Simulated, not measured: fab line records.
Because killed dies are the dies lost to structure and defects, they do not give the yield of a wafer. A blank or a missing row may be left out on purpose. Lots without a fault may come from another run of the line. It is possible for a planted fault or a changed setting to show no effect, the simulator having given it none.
Matching of chambers -- flow nand-harc -- NHARC_A_STAIRCASE_DESCUM_219 on rie-diel-08 has 4 sister chambers
The step chemistry O2, time 3 s. 16 wafers are shown with their chamber, then 8 later ones without.

== WAFERS, EACH WITH ITS CHAMBER ==
wafer,chamber,drypump-motor-current-A (A),showerhead-plenum-p-Torr (Torr),oes-product-au (a.u.)
L831.2,0,5.0,1.96,0.991
L831.3,1,5.6,1.86,1.003
L831.6,2,6.1,1.82,0.991
L832.3,0,5.0,1.95,1.008
L832.5,1,5.6,1.86,1.009
L832.6,0,5.0,1.95,0.995
L836.2,0,5.0,1.95,1.010
L836.3,3,5.8,1.84,1.015
L836.6,0,4.9,1.95,1.015
L834.3,2,6.1,1.81,0.997
L834.4,2,6.1,1.81,0.993
L834.5,3,5.8,1.84,1.017
L837.1,0,4.9,1.95,0.996
L837.3,1,5.6,1.86,0.983
L837.5,2,6.2,1.81,0.982
L847.3,1,5.6,1.85,1.000

SIGNATURES, as means of the wafers listed above
reading,chamber 0,chamber 1,chamber 2,chamber 3,scatter within a chamber
drypump-motor-current-A,4.967,5.600,6.125,5.800,0.0417
showerhead-plenum-p-Torr,1.9517,1.8575,1.8125,1.8400,0.00441
oes-product-au,1.00250,0.99875,0.99075,1.01600,0.00899
Rule: a wafer's distance from a chamber is the root of the sum, over the readings, of the square of ((its reading less the chamber's mean) divided by the reading's scatter). The wafer belongs to the nearest chamber; if the next one is less than 2 further off, it can't be placed. How the scatter is found: for the shown wafers, subtract from each reading the mean of its chamber, square and add these, divide the total by (wafers less chambers), then take the root.

== WAFERS WHOSE CHAMBER IS MISSING ==
wafer,drypump-motor-current-A (A),showerhead-plenum-p-Torr (Torr),oes-product-au (a.u.)
L847.4,6.2,1.80,0.992
L847.6,5.6,1.85,0.991
L849.3,6.1,1.80,0.982
L849.5,5.8,1.83,0.995
L849.6,5.0,1.94,0.986
L851.4,5.6,1.85,0.998
L851.5,6.1,1.80,0.997
L851.6,5.7,1.83,1.003

== CHAMBER TAKEN BY EACH ==
wafer,from the rows above,in truth
L847.4,2,2
L847.6,1,1
L849.3,2,2
L849.5,3,3
L849.6,0,0
L851.4,1,1
L851.5,2,2
L851.6,3,3
Correctly placed: 8 of 8. Number that these rows cannot place: 0. Number placed wrongly: 0.
